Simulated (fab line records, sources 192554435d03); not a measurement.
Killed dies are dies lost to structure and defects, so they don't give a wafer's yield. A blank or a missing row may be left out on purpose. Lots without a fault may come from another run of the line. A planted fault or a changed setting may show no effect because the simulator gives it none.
Problem report in the 8D (eight disciplines) form, filled by code | flow n5_finfet | the parts of the form that need people (team, actions taken, sign-off) are left out

1. THE PROBLEM
CJ_N at N5_BEOL_M4_RC_MEAS_101 reads a mean of 2.59 on 4 wafers of 3 lots; wafers without a fault read 4.32 with a standard deviation of 0.088. That is -20 standard deviations from the usual mean.
First seen on wafer L269.2, day 11 07:46, on prober-01. The record holds 25 wafers of 9 lots with a number at this step. Rule for "out", or "out of limits": more than 4 standard deviations from the usual mean. The other wafers with a number count as sound.

2. WHAT IT IS AND WHAT IT IS NOT
question                    | is                             | is not
which readings at this step | CJ_N, ION_N, REXT_N            | DIBL_P, IOFF_P, ION_P, SS_P
which lots                  | L268, L269, L272               | L260, L261, L274, L277, L278, L279
which wafers of those lots  | L268.2, L269.2, L269.3, L272.2 | L268.5, L269.6, L272.6
read on which gauges        | prober-01                      | prober-02
when                        | from day 11 07:46              | up to then (7 sound wafers); but 14 sound wafers of L268, L272, L274, L277, L278, L279 came after

3. SUSPECTS, AND WHAT RULES EACH OUT
Counting: a tool at a process step up to the reading stays a suspect if it ran every lot that is out. Sound lots after the first of them don't rule it out here, since some wafers of a struck lot are sound.
- the gauge at N5_BEOL_M4_RC_MEAS_101: ruled out. All the wafers that are out were read on prober-01, but those of them that N5_SD_EPI_N_SD_RECESS_17 has rows for are out there too, on other tools.
- rie_diel-01 at N5_SD_EPI_N_ETCH_45 (etches SiOCN in CH3F/O2, target depth 6 nm): kept. It ran every lot that is out, first L268 (day 6 10:01).
- rie_si-04 at N5_SD_EPI_N_SD_RECESS_17 (chemistry HBr/Cl2/O2, target depth 41 nm, time 23.7 s, bt time 3 s): kept. It ran every lot that is out, first L268 (day 6 10:12). Its own readings are out on those wafers: oes_product_au.
Left after counting: rie_diel-01 at N5_SD_EPI_N_ETCH_45, rie_si-04 at N5_SD_EPI_N_SD_RECESS_17.

4. THE CAUSE (what the simulator had put in)
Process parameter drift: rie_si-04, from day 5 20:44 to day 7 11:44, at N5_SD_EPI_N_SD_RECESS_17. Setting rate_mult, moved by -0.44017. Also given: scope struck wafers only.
Counting left 2 suspects, and this tool is among them.

5. THE CHAIN OF EFFECTS, in route order
Each row: a reading whose mean over the struck wafers that have a number lies more than 3 standard deviations from the usual. Only readings for which the record gives a usual standard deviation are gone through. hours: the time from each lot's start at the first step in this table that gives one to its start at this step, as a median over the lots. sigmas: the change in usual standard deviations.
hours | step                     | reading          | usual          | on struck wafers | change    | sigmas
0     | N5_SD_EPI_N_SD_RECESS_17 | oes_product_au   | 1.001 a.u.     | 0.891            | -0.110    | -6.9
117   | N5_BEOL_M4_RC_MEAS_101   | CJ_N             | 4.32           | 2.59             | -1.73     | -20
117   | N5_BEOL_M4_RC_MEAS_101   | DIBL_N           | 36.3 mV/V      | 31.5             | -4.8      | -3.4
117   | N5_BEOL_M4_RC_MEAS_101   | IOFF_N           | 0.155 nA/um    | 0.087            | -0.068    | -3.1
117   | N5_BEOL_M4_RC_MEAS_101   | IOFF_N_85C       | 3.0 nA/um      | 1.9              | -1.1      | -3.1
117   | N5_BEOL_M4_RC_MEAS_101   | IOFF_N_LIN       | 0.072 nA/um    | 0.045            | -0.027    | -3.3
117   | N5_BEOL_M4_RC_MEAS_101   | IOFF_N_LONG      | 5.55e-05 nA/um | 4.61e-05         | -9.45e-06 | -3.5
117   | N5_BEOL_M4_RC_MEAS_101   | ION_N            | 671 uA/um      | 519              | -152      | -17
117   | N5_BEOL_M4_RC_MEAS_101   | REXT_N           | 75.4 ohm.um    | 91.7             | +16.3     | +11
117   | N5_BEOL_M4_RC_MEAS_101   | VT_N             | 250.2 mV       | 261.0            | +10.8     | +4.2
117   | N5_BEOL_M4_RC_MEAS_101   | VT_N_LVT         | 98.8 mV        | 108.6            | +9.8      | +3.6
222   | N5_PASSIVATION_PROBE_49  | sort_bin_8_speed | 0.00 %         | 90.78            | +90.78    | +99 or more
222   | N5_PASSIVATION_PROBE_49  | sort_n_pass      | 1074           | 0                | -1074     | -60
222   | N5_PASSIVATION_PROBE_49  | sort_yield_pct   | 91.0 %         | 0.0              | -91.0     | -61
The process steps in it:
- N5_SD_EPI_N_SD_RECESS_17: chemistry HBr/Cl2/O2, target depth 41 nm, time 23.7 s, bt time 3 s.
- N5_PASSIVATION_PROBE_49

6. WHAT WOULD HAVE CAUGHT IT SOONER
In this record the first reading out of limits at a measuring or inspecting step was taken at day 11 07:46, 131 hours after the fault began at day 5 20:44.
The tool's own readings at N5_SD_EPI_N_SD_RECESS_17 were out on every struck wafer that the step has a row for (oes_product_au): an alarm limit on them would have fired on the first of those.
All the lots that are out (3) had begun N5_SD_EPI_N_SD_RECESS_17 on rie_si-04 by day 11 07:46. A hold on the tool at that time would have spared none of them.
